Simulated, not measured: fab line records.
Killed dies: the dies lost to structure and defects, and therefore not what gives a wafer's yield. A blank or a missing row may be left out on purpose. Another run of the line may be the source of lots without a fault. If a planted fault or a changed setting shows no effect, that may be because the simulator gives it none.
Which tool is to blame? / flow nand-harc / 11 lots, 33 wafers sampled, at 6 steps of a route of 1302

WHAT THE GAUGES READ, wafer by wafer
NHARC_A_CHANNEL_HOLE_D2_INSPECT_40.
lot=L499; measured=day 14 11:47; on=defect-inspect-01; raw-defect-count=376 268 360
lot=L500; measured=day 14 13:59; on=defect-inspect-02; raw-defect-count=355 336 335
lot=L502; measured=day 15 16:02; on=defect-inspect-02; raw-defect-count=398 186 205
lot=L504; measured=day 16 17:10; on=defect-inspect-02; raw-defect-count=216 177 337
lot=L505; measured=day 16 21:18; on=defect-inspect-02; raw-defect-count=283 231 184
lot=L507; measured=day 18 08:26; on=defect-inspect-02; raw-defect-count=261 239 225
lot=L506; measured=day 18 12:32; on=defect-inspect-02; raw-defect-count=290 361 420
lot=L510; measured=day 19 13:24; on=defect-inspect-02; raw-defect-count=271 1474 354
lot=L514; measured=day 21 07:08; on=defect-inspect-02; raw-defect-count=233 243 267
lot=L518; measured=day 22 18:28; on=defect-inspect-02; raw-defect-count=214 188 192
lot=L519; measured=day 23 08:05; on=defect-inspect-02; raw-defect-count=140 155 153

NHARC_END_SORT_01.
lot=L499; measured=day 24 23:17; on=prober-01; killed-at-array=41 55 46; killed-at-other=0 0 0; killed-at-periphery=5 6 2; killed-dies=46 61 48; killed-open=4 6 1; killed-short=3 1 0
lot=L500; measured=day 25 07:05; on=prober-01; killed-at-array=86 78 69; killed-at-other=0 0 0; killed-at-periphery=5 10 2; killed-dies=91 88 71; killed-open=3 2 5; killed-short=1 3 0
lot=L502; measured=day 26 08:05; on=prober-02; killed-at-array=53 69 66; killed-at-other=1 1 1; killed-at-periphery=5 4 2; killed-dies=59 74 69; killed-open=0 2 1; killed-short=3 2 4
lot=L504; measured=day 27 22:02; on=prober-01; killed-at-array=41 39 33; killed-at-other=0 1 3; killed-at-periphery=0 1 3; killed-dies=41 41 39; killed-open=0 2 3; killed-short=0 4 7
lot=L505; measured=day 27 15:11; on=prober-02; killed-at-array=55 51 32; killed-at-other=2 0 0; killed-at-periphery=4 3 5; killed-dies=61 54 37; killed-open=5 1 5; killed-short=3 2 2
lot=L507; measured=day 28 22:21; on=prober-02; killed-at-array=39 40 31; killed-at-other=2 0 0; killed-at-periphery=4 9 3; killed-dies=45 49 34; killed-open=2 2 3; killed-short=3 1 0
lot=L506; measured=day 29 13:35; on=prober-01; killed-at-array=66 74 58; killed-at-other=5 1 1; killed-at-periphery=5 1 1; killed-dies=76 76 60; killed-open=2 3 1; killed-short=5 4 4
lot=L510; measured=day 31 03:23; on=prober-01; killed-at-array=61 158 67; killed-at-other=1 2 0; killed-at-periphery=2 0 1; killed-dies=64 160 68; killed-open=3 2 3; killed-short=2 3 1
lot=L514; measured=day 32 03:21; on=prober-01; killed-at-array=58 40 52; killed-at-other=0 0 1; killed-at-periphery=10 8 2; killed-dies=68 48 55; killed-open=4 5 2; killed-short=3 0 4
lot=L518; measured=day 33 11:19; on=prober-02; killed-at-array=23 12 27; killed-at-other=0 0 0; killed-at-periphery=5 4 1; killed-dies=28 16 28; killed-open=4 3 0; killed-short=5 0 2
lot=L519; measured=day 34 13:50; on=prober-01; killed-at-array=37 54 53; killed-at-other=1 1 2; killed-at-periphery=2 3 1; killed-dies=40 58 56; killed-open=4 6 1; killed-short=1 2 2

EACH LOT AND THE TOOL THAT RAN IT (in order: tool; ch and the chambers of the sampled wafers; start)
lot=L499; NHARC_A_CHANNEL_HOLE_D2_ETCH_34=rie-diel-11 ch 0,1,2, day 14 05:19; NHARC_A_CHANNEL_HOLE_D2_ETCH_26=har-etch-01 ch 0,1, day 14 09:51; NHARC_A_CHANNEL_HOLE_D2_STRIP_28=rie-diel-07 ch 0,2,3, day 14 11:47 or earlier; NHARC_A_CHANNEL_FILL_D2_ALD_14=ald-hk-02 ch 1,2,3, day 14 18:35
lot=L500; NHARC_A_CHANNEL_HOLE_D2_ETCH_34=rie-diel-07 ch 2,3, day 14 05:56; NHARC_A_CHANNEL_HOLE_D2_ETCH_26=har-etch-02 ch 0,1, day 14 12:03; NHARC_A_CHANNEL_HOLE_D2_STRIP_28=rie-diel-11 ch 0,2,3, day 14 13:59 or earlier; NHARC_A_CHANNEL_FILL_D2_ALD_14=ald-hk-03 ch 0,3, day 14 18:46
lot=L502; NHARC_A_CHANNEL_HOLE_D2_ETCH_34=rie-diel-07 ch 1,2,3, day 15 08:08; NHARC_A_CHANNEL_HOLE_D2_ETCH_26=har-etch-02 ch 0,1, day 15 14:08; NHARC_A_CHANNEL_HOLE_D2_STRIP_28=rie-diel-07 ch 0,2,3, day 15 16:02 or earlier; NHARC_A_CHANNEL_FILL_D2_ALD_14=ald-hk-03 ch 0,1,2, day 16 02:48
lot=L504; NHARC_A_CHANNEL_HOLE_D2_ETCH_34=rie-diel-11 ch 0,2,3, day 16 10:41; NHARC_A_CHANNEL_HOLE_D2_ETCH_26=har-etch-01 ch 0,1, day 16 15:15; NHARC_A_CHANNEL_HOLE_D2_STRIP_28=rie-diel-11 ch 0,3, day 16 17:10 or earlier; NHARC_A_CHANNEL_FILL_D2_ALD_14=ald-hk-03 ch 0,2,3, day 17 00:23
lot=L505; NHARC_A_CHANNEL_HOLE_D2_ETCH_34=rie-diel-07 ch 1,2, day 16 12:33; NHARC_A_CHANNEL_HOLE_D2_ETCH_26=har-etch-01 ch 0,1, day 16 19:24; NHARC_A_CHANNEL_HOLE_D2_STRIP_28=rie-diel-07 ch 1,2,3, day 16 21:18 or earlier; NHARC_A_CHANNEL_FILL_D2_ALD_14=ald-hk-03 ch 0,1,2, day 17 04:24
lot=L507; NHARC_A_CHANNEL_HOLE_D2_ETCH_34=rie-diel-07 ch 0,2, day 18 01:59; NHARC_A_CHANNEL_HOLE_D2_ETCH_26=har-etch-01 ch 0,1, day 18 06:29; NHARC_A_CHANNEL_HOLE_D2_STRIP_28=rie-diel-03 ch 0,2,3, day 18 08:26 or earlier; NHARC_A_CHANNEL_FILL_D2_ALD_14=ald-hk-01 ch 0,1,2, day 18 15:44
lot=L506; NHARC_A_CHANNEL_HOLE_D2_ETCH_34=rie-diel-03 ch 1,2,3, day 18 03:37; NHARC_A_CHANNEL_HOLE_D2_ETCH_26=har-etch-01 ch 0,1, day 18 10:37; NHARC_A_CHANNEL_HOLE_D2_STRIP_28=rie-diel-07 ch 0,1,2, day 18 12:32 or earlier; NHARC_A_CHANNEL_FILL_D2_ALD_14=ald-hk-03 ch 0,1,3, day 18 19:47
lot=L510; NHARC_A_CHANNEL_HOLE_D2_ETCH_34=rie-diel-07 ch 0,1, day 19 05:35; NHARC_A_CHANNEL_HOLE_D2_ETCH_26=har-etch-02 ch 0,1, day 19 11:20; NHARC_A_CHANNEL_HOLE_D2_STRIP_28=rie-diel-11 ch 2,3, day 19 13:24 or earlier; NHARC_A_CHANNEL_FILL_D2_ALD_14=ald-hk-02 ch 0,2,3, day 19 20:33
lot=L514; NHARC_A_CHANNEL_HOLE_D2_ETCH_34=rie-diel-11 ch 0,2,3, day 20 20:47; NHARC_A_CHANNEL_HOLE_D2_ETCH_26=har-etch-02 ch 0,1, day 21 05:04; NHARC_A_CHANNEL_HOLE_D2_STRIP_28=rie-diel-07 ch 0,1,3, day 21 07:08 or earlier; NHARC_A_CHANNEL_FILL_D2_ALD_14=ald-hk-03 ch 0,1,3, day 21 16:41
lot=L518; NHARC_A_CHANNEL_HOLE_D2_ETCH_34=rie-diel-07 ch 0,2,3, day 22 11:59; NHARC_A_CHANNEL_HOLE_D2_ETCH_26=har-etch-02 ch 0,1, day 22 16:31; NHARC_A_CHANNEL_HOLE_D2_STRIP_28=rie-diel-11 ch 0,1,3, day 22 18:28 or earlier; NHARC_A_CHANNEL_FILL_D2_ALD_14=ald-hk-01 ch 1,2,3, day 23 01:48
lot=L519; NHARC_A_CHANNEL_HOLE_D2_ETCH_34=rie-diel-03 ch 0,2, day 23 01:39; NHARC_A_CHANNEL_HOLE_D2_ETCH_26=har-etch-02 ch 0,1, day 23 06:14; NHARC_A_CHANNEL_HOLE_D2_STRIP_28=rie-diel-11 ch 1,3, day 23 08:05 or earlier; NHARC_A_CHANNEL_FILL_D2_ALD_14=ald-hk-02 ch 1,2, day 23 14:04
- NHARC_A_CHANNEL_HOLE_D2_ETCH_34: etches the open film in CF4/CHF3, target depth 154 nm, time 77 s.
- NHARC_A_CHANNEL_HOLE_D2_ETCH_26: etches the open film in C4F8/O2/Ar, time 224.1 s, target depth 300 nm.
- NHARC_A_CHANNEL_HOLE_D2_STRIP_28: strips in O2.
- NHARC_A_CHANNEL_FILL_D2_ALD_14: deposits SiO2, target thk 2.5 nm, pulse time 10 s, ald cycles 25.

AS READ BY THE TOOLS THEMSELVES (means over the sampled wafers that have a number; for cases with no such wafer, the mark the record gives instead)
NHARC_A_CHANNEL_HOLE_D2_ETCH_34.
lot=L499; tool=rie-diel-11; drypump-motor-current-A (A)=5.6; oes-product-au (a.u.)=0.947; rf-vpp-V (V)=371.8; showerhead-plenum-p-Torr (Torr)=1.62; throttle-valve-pct (%)=16.797
lot=L500; tool=rie-diel-07; drypump-motor-current-A (A)=6.3; oes-product-au (a.u.)=0.956; rf-vpp-V (V)=370.2; showerhead-plenum-p-Torr (Torr)=1.55; throttle-valve-pct (%)=16.812
lot=L502; tool=rie-diel-07; drypump-motor-current-A (A)=5.9; oes-product-au (a.u.)=0.960; rf-vpp-V (V)=371.3; showerhead-plenum-p-Torr (Torr)=1.60; throttle-valve-pct (%)=16.800
lot=L504; tool=rie-diel-11; drypump-motor-current-A (A)=5.5; oes-product-au (a.u.)=0.960; rf-vpp-V (V)=371.2; showerhead-plenum-p-Torr (Torr)=1.58; throttle-valve-pct (%)=16.795
lot=L505; tool=rie-diel-07; drypump-motor-current-A (A)=6.0; oes-product-au (a.u.)=0.957; rf-vpp-V (V)=370.1; showerhead-plenum-p-Torr (Torr)=1.57; throttle-valve-pct (%)=16.808
lot=L507; tool=rie-diel-07; drypump-motor-current-A (A)=6.1; oes-product-au (a.u.)=0.925; rf-vpp-V (V)=370.5; showerhead-plenum-p-Torr (Torr)=1.56; throttle-valve-pct (%)=16.800
lot=L506; tool=rie-diel-03; drypump-motor-current-A (A)=5.5; oes-product-au (a.u.)=0.953; rf-vpp-V (V)=372.4; showerhead-plenum-p-Torr (Torr)=1.61; throttle-valve-pct (%)=16.799
lot=L510; tool=rie-diel-07; drypump-motor-current-A (A)=5.3; oes-product-au (a.u.)=0.963; rf-vpp-V (V)=374.0; showerhead-plenum-p-Torr (Torr)=1.66; throttle-valve-pct (%)=16.807
lot=L514; tool=rie-diel-11; drypump-motor-current-A (A)=5.5; oes-product-au (a.u.)=0.973; rf-vpp-V (V)=371.1; showerhead-plenum-p-Torr (Torr)=1.57; throttle-valve-pct (%)=16.811
lot=L518; tool=rie-diel-07; drypump-motor-current-A (A)=6.0; oes-product-au (a.u.)=0.961; rf-vpp-V (V)=372.2; showerhead-plenum-p-Torr (Torr)=1.58; throttle-valve-pct (%)=16.802
lot=L519; tool=rie-diel-03; drypump-motor-current-A (A)=5.7; oes-product-au (a.u.)=0.976; rf-vpp-V (V)=370.0; showerhead-plenum-p-Torr (Torr)=1.53; throttle-valve-pct (%)=16.803

NHARC_A_CHANNEL_HOLE_D2_ETCH_26.
lot=L499; tool=har-etch-01; drypump-motor-current-A (A)=5.4; showerhead-plenum-p-Torr (Torr)=3.59; temp-c (C)=-20.01; throttle-valve-pct (%)=24.581
lot=L500; tool=har-etch-02; drypump-motor-current-A (A)=5.8; showerhead-plenum-p-Torr (Torr)=3.45; temp-c (C)=-20.08; throttle-valve-pct (%)=24.584
lot=L502; tool=har-etch-02; drypump-motor-current-A (A)=5.8; showerhead-plenum-p-Torr (Torr)=3.44; temp-c (C)=-19.98; throttle-valve-pct (%)=24.580
lot=L504; tool=har-etch-01; drypump-motor-current-A (A)=5.4; showerhead-plenum-p-Torr (Torr)=3.58; temp-c (C)=-19.97; throttle-valve-pct (%)=24.591
lot=L505; tool=har-etch-01; drypump-motor-current-A (A)=5.1; showerhead-plenum-p-Torr (Torr)=3.65; temp-c (C)=-20.00; throttle-valve-pct (%)=24.581
lot=L507; tool=har-etch-01; drypump-motor-current-A (A)=5.1; showerhead-plenum-p-Torr (Torr)=3.63; temp-c (C)=-19.92; throttle-valve-pct (%)=24.583
lot=L506; tool=har-etch-01; drypump-motor-current-A (A)=5.1; showerhead-plenum-p-Torr (Torr)=3.63; temp-c (C)=-20.11; throttle-valve-pct (%)=24.592
lot=L510; tool=har-etch-02; drypump-motor-current-A (A)=5.8; showerhead-plenum-p-Torr (Torr)=3.98; temp-c (C)=-19.95; throttle-valve-pct (%)=24.589
lot=L514; tool=har-etch-02; drypump-motor-current-A (A)=5.8; showerhead-plenum-p-Torr (Torr)=3.96; temp-c (C)=-20.13; throttle-valve-pct (%)=24.589
lot=L518; tool=har-etch-02; drypump-motor-current-A (A)=5.8; showerhead-plenum-p-Torr (Torr)=3.95; temp-c (C)=-19.86; throttle-valve-pct (%)=24.586
lot=L519; tool=har-etch-02; drypump-motor-current-A (A)=5.8; showerhead-plenum-p-Torr (Torr)=3.94; temp-c (C)=-19.99; throttle-valve-pct (%)=24.587

NHARC_A_CHANNEL_HOLE_D2_STRIP_28.
lot=L499; tool=rie-diel-07; drypump-motor-current-A (A)=6.0; oes-product-au (a.u.)=0.993; rf-vpp-V (V)=58.0; showerhead-plenum-p-Torr (Torr)=3.56; throttle-valve-pct (%)=17.039
lot=L500; tool=rie-diel-11; drypump-motor-current-A (A)=5.5; oes-product-au (a.u.)=0.986; rf-vpp-V (V)=57.9; showerhead-plenum-p-Torr (Torr)=3.54; throttle-valve-pct (%)=17.039
lot=L502; tool=rie-diel-07; drypump-motor-current-A (A)=6.0; oes-product-au (a.u.)=0.994; rf-vpp-V (V)=56.7; showerhead-plenum-p-Torr (Torr)=3.55; throttle-valve-pct (%)=17.036
lot=L504; tool=rie-diel-11; drypump-motor-current-A (A)=5.6; oes-product-au (a.u.)=1.006; rf-vpp-V (V)=57.4; showerhead-plenum-p-Torr (Torr)=3.42; throttle-valve-pct (%)=17.041
lot=L505; tool=rie-diel-07; drypump-motor-current-A (A)=5.9; oes-product-au (a.u.)=0.985; rf-vpp-V (V)=57.0; showerhead-plenum-p-Torr (Torr)=3.58; throttle-valve-pct (%)=17.037
lot=L507; tool=rie-diel-03; drypump-motor-current-A (A)=5.8; oes-product-au (a.u.)=0.985; rf-vpp-V (V)=57.8; showerhead-plenum-p-Torr (Torr)=3.54; throttle-valve-pct (%)=17.038
lot=L506; tool=rie-diel-07; drypump-motor-current-A (A)=5.7; oes-product-au (a.u.)=0.993; rf-vpp-V (V)=57.8; showerhead-plenum-p-Torr (Torr)=3.61; throttle-valve-pct (%)=17.036
lot=L510; tool=rie-diel-11; drypump-motor-current-A (A)=5.2; oes-product-au (a.u.)=0.995; rf-vpp-V (V)=58.4; showerhead-plenum-p-Torr (Torr)=3.65; throttle-valve-pct (%)=17.041
lot=L514; tool=rie-diel-07; drypump-motor-current-A (A)=5.6; oes-product-au (a.u.)=0.994; rf-vpp-V (V)=58.0; showerhead-plenum-p-Torr (Torr)=3.66; throttle-valve-pct (%)=17.029
lot=L518; tool=rie-diel-11; drypump-motor-current-A (A)=5.7; oes-product-au (a.u.)=0.998; rf-vpp-V (V)=57.2; showerhead-plenum-p-Torr (Torr)=3.51; throttle-valve-pct (%)=17.040
lot=L519; tool=rie-diel-11; drypump-motor-current-A (A)=5.8; oes-product-au (a.u.)=0.998; rf-vpp-V (V)=56.8; showerhead-plenum-p-Torr (Torr)=3.61; throttle-valve-pct (%)=17.033

NHARC_A_CHANNEL_FILL_D2_ALD_14.
lot=L499; tool=ald-hk-02; heater-power-w (W)=446; precursor-pulse-height-rel=0.985
lot=L500; tool=ald-hk-03; heater-power-w (W)=456; precursor-pulse-height-rel=0.993
lot=L502; tool=ald-hk-03; heater-power-w (W)=465; precursor-pulse-height-rel=1.015
lot=L504; tool=ald-hk-03; heater-power-w (W)=463; precursor-pulse-height-rel=0.990
lot=L505; tool=ald-hk-03; heater-power-w (W)=469; precursor-pulse-height-rel=1.008
lot=L507; tool=ald-hk-01; heater-power-w (W)=532; precursor-pulse-height-rel=1.016
lot=L506; tool=ald-hk-03; heater-power-w (W)=468; precursor-pulse-height-rel=0.991
lot=L510; tool=ald-hk-02; heater-power-w (W)=474; precursor-pulse-height-rel=1.000
lot=L514; tool=ald-hk-03; heater-power-w (W)=460; precursor-pulse-height-rel=1.000
lot=L518; tool=ald-hk-01; heater-power-w (W)=499; precursor-pulse-height-rel=0.999
lot=L519; tool=ald-hk-02; heater-power-w (W)=465; precursor-pulse-height-rel=1.009

THE ANSWER, worked out from the rows above alone
Rule: the lots themselves supply what counts as usual. Put in order of their means at a reading, lots are off if they are a third of the lots or fewer, leave a main group of 4 or more, and stand apart from it by a gap of 3 or more times the standard deviation of the main group's means; of several such gaps the widest counts. If all means in a main group match to the digits the tables above print for the reading, that group is not used. A lot without any number at a reading at which 4 lots or more have one is off too. Where the step has rows for the other lots, those lots are counted as sound. After the gauges, taken in route order, come the tools' own readings; for these a lot's mean is taken, as printed above. The first step at which some lot is off is used, and at that step the reading that is off furthest; a lot without a number counts as furthest.
Off at NHARC_A_CHANNEL_HOLE_D2_INSPECT_40 (raw-defect-count): L510. Main group: mean 261, sd 63.
A tool fits if, at a process step before that reading, it ran every lot that is off, and no sound lot after the first of them. Those tools and the gauges at NHARC_A_CHANNEL_HOLE_D2_INSPECT_40 are tried in the same way. NHARC_A_CHANNEL_HOLE_D2_STRIP_28: start missing for some lots; hours and lot order therefore follow NHARC_A_CHANNEL_HOLE_D2_INSPECT_40. None of those tried fits.

WHAT WAS PUT IN BY THE SIMULATOR
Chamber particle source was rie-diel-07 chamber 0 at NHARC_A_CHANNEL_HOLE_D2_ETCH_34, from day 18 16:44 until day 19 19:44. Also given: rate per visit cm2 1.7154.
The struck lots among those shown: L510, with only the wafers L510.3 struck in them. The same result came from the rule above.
